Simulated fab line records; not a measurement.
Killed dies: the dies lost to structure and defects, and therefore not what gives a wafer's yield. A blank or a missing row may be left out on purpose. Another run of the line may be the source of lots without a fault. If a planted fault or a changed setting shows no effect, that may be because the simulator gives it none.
Matching of chambers	flow n5_finfet	pecvd-01 running N5_BEOL_M13_ILD_DEP_00: 3 sister chambers
The step deposits SiOC from DEMS/O2, target thk 837.92 nm, time 166.4 s. 3 wafers are shown with their chamber, then 10 later ones without.

WAFERS, EACH WITH ITS CHAMBER
wafer	chamber	showerhead_vpp_V (V)
L088.6	0	1502
L091.1	2	1398
L091.2	1	1303

WAFERS MISSING THEIR CHAMBER
wafer	showerhead_vpp_V (V)
L091.3	1482
L093.2	1328
L093.3	1503
L093.4	1513
L092.2	1414
L092.4	1499
L092.6	1318
L094.4	1321
L094.5	1395
L094.6	1511

WHICH CHAMBER EACH ONE RAN IN
wafer	from the rows above	in truth
L091.3	0	0
L093.2	1	1
L093.3	0	0
L093.4	0	0
L092.2	2	2
L092.4	0	0
L092.6	1	1
L094.4	1	1
L094.5	2	2
L094.6	0	0
10 of 10 placed correctly. Left unplaced by these rows: 0. 0 placed wrongly.
How it was worked out, from the rows above alone: a wafer's distance from a chamber is the root of the sum, over the readings, of the square of ((its reading less the chamber's mean) divided by the reading's scatter). The wafer belongs to the nearest chamber; if the next one is less than 2 further off, it can't be placed. For every chamber, the mean is computed from those of its wafers that are shown. The scatter: with one shown wafer a chamber, the root of the mean of the squares of how far each hidden wafer lies from its nearest shown one.
